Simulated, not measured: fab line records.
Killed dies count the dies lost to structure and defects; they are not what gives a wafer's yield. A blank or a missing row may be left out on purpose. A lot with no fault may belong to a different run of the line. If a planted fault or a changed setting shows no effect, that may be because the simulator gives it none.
The tool behind it: which one? || flow n5_finfet || 12 lots, 36 wafers sampled, at 4 steps of a route of 1938

WHAT THE GAUGES SHOWED, per wafer
N5_BEOL_M3_THK_MEAS_01.
{"lot": "L075", "measured": "day 7 17:26", "on": "film_metro-01", "M3_ILD_THK (nm)": "79.9 79.4 81.1"}
{"lot": "L077", "measured": "day 8 06:05", "on": "film_metro-02", "M3_ILD_THK (nm)": "77.6 79.7 78.6"}
{"lot": "L080", "measured": "day 8 18:02", "on": "film_metro-02", "M3_ILD_THK (nm)": "78.9 79.1 79.3"}
{"lot": "L081", "measured": "day 9 06:37", "on": "film_metro-01", "M3_ILD_THK (nm)": "79.6 80.4 79.5"}
{"lot": "L083", "measured": "day 9 11:32", "on": "film_metro-02", "M3_ILD_THK (nm)": "78.0 78.8 79.1"}
{"lot": "L085", "measured": "day 10 09:10", "on": "film_metro-02", "M3_ILD_THK (nm)": "78.2 79.1 80.4"}
{"lot": "L087", "measured": "day 10 19:13", "on": "film_metro-02", "M3_ILD_THK (nm)": "78.7 77.3 82.9"}
{"lot": "L088", "measured": "day 11 04:29", "on": "film_metro-02", "M3_ILD_THK (nm)": "79.5 80.1 81.2"}
{"lot": "L091", "measured": "day 11 13:21", "on": "film_metro-01", "M3_ILD_THK (nm)": "79.2 79.8 81.0"}
{"lot": "L093", "measured": "day 11 17:14", "on": "film_metro-02", "M3_ILD_THK (nm)": "78.6 78.6 79.9"}
{"lot": "L094", "measured": "day 12 16:34", "on": "film_metro-01", "M3_ILD_THK (nm)": "79.6 80.9 80.8"}
{"lot": "L097", "measured": "day 13 00:49", "on": "film_metro-02", "M3_ILD_THK (nm)": "77.6 77.5 79.8"}

WHAT TOOL EACH LOT RAN ON (gives the tool, then ch and the chambers of the sampled wafers, and finally the start)
{"lot": "L075", "N5_BEOL_M2_DESCUM_33": "rie_diel-05 ch 0,3, day 7 03:56", "N5_BEOL_M2_PRE_CLEAN_45": "pvd_sputter-01, day 7 13:37", "N5_BEOL_M2_SPUTTER_81": "pvd_sputter-03, day 7 14:47"}
{"lot": "L077", "N5_BEOL_M2_DESCUM_33": "rie_diel-05 ch 1,3, day 7 18:14", "N5_BEOL_M2_PRE_CLEAN_45": "pvd_sputter-02, day 8 00:25", "N5_BEOL_M2_SPUTTER_81": "pvd_sputter-02, day 8 03:19"}
{"lot": "L080", "N5_BEOL_M2_DESCUM_33": "rie_diel-05 ch 0,3, day 8 01:57", "N5_BEOL_M2_PRE_CLEAN_45": "pvd_sputter-02, day 8 13:10", "N5_BEOL_M2_SPUTTER_81": "pvd_sputter-03, day 8 15:32"}
{"lot": "L081", "N5_BEOL_M2_DESCUM_33": "rie_diel-02 ch 2,3, day 8 14:10", "N5_BEOL_M2_PRE_CLEAN_45": "pvd_sputter-02, day 9 03:07", "N5_BEOL_M2_SPUTTER_81": "pvd_sputter-02, day 9 04:07"}
{"lot": "L083", "N5_BEOL_M2_DESCUM_33": "rie_diel-05 ch 0,1, day 9 04:10", "N5_BEOL_M2_PRE_CLEAN_45": "pvd_sputter-01, day 9 07:58", "N5_BEOL_M2_SPUTTER_81": "pvd_sputter-02, day 9 09:01"}
{"lot": "L085", "N5_BEOL_M2_DESCUM_33": "rie_diel-01 ch 1,2, day 9 21:26", "N5_BEOL_M2_PRE_CLEAN_45": "pvd_sputter-03, day 10 02:48", "N5_BEOL_M2_SPUTTER_81": "pvd_sputter-02, day 10 05:31"}
{"lot": "L087", "N5_BEOL_M2_DESCUM_33": "rie_diel-02 ch 0,1, day 10 00:20", "N5_BEOL_M2_PRE_CLEAN_45": "pvd_sputter-01, day 10 13:35", "N5_BEOL_M2_SPUTTER_81": "pvd_sputter-03, day 10 16:26"}
{"lot": "L088", "N5_BEOL_M2_DESCUM_33": "rie_diel-05 ch 1,2,3, day 10 08:36", "N5_BEOL_M2_PRE_CLEAN_45": "pvd_sputter-03, day 11 00:37", "N5_BEOL_M2_SPUTTER_81": "pvd_sputter-02, day 11 01:57"}
{"lot": "L091", "N5_BEOL_M2_DESCUM_33": "rie_diel-02 ch 0,1,2, day 11 04:17", "N5_BEOL_M2_PRE_CLEAN_45": "pvd_sputter-02, day 11 09:47", "N5_BEOL_M2_SPUTTER_81": "pvd_sputter-03, day 11 10:51"}
{"lot": "L093", "N5_BEOL_M2_DESCUM_33": "rie_diel-05 ch 1,2, day 11 12:12", "N5_BEOL_M2_PRE_CLEAN_45": "pvd_sputter-03, day 11 13:28", "N5_BEOL_M2_SPUTTER_81": "pvd_sputter-03, day 11 14:44"}
{"lot": "L094", "N5_BEOL_M2_DESCUM_33": "rie_diel-01 ch 0,2,3, day 12 05:59", "N5_BEOL_M2_PRE_CLEAN_45": "pvd_sputter-01, day 12 13:01", "N5_BEOL_M2_SPUTTER_81": "pvd_sputter-01, day 12 14:03"}
{"lot": "L097", "N5_BEOL_M2_DESCUM_33": "rie_diel-05 ch 1,2, day 12 17:26", "N5_BEOL_M2_PRE_CLEAN_45": "pvd_sputter-02, day 12 21:01", "N5_BEOL_M2_SPUTTER_81": "pvd_sputter-03, day 12 22:03"}
- N5_BEOL_M2_DESCUM_33: chemistry O2, time 7 s.
- N5_BEOL_M2_PRE_CLEAN_45: time 30 s.
- N5_BEOL_M2_SPUTTER_81: material Cu, target thk 4.5 nm, time 8.29 s.

THE ANSWER, worked out from the rows above alone
Rule: the lots themselves supply what counts as usual. The widest of any qualifying gaps counts: lots, ordered by their means at a reading, are off when they make up no more than a third of the lots, leave a main group of 4 or more, and stand apart from it by 3 or more times the standard deviation of that group's means. A main group is skipped when, at the precision printed for the reading in the tables above, its means are all equal. Also off: a lot with no number at a reading for which 4 or more lots have one. All remaining lots with rows at the step are treated as sound.
No lot is off on any of the readings shown, so nothing can be concluded from this.

WHAT THE SIMULATOR HAD INSERTED
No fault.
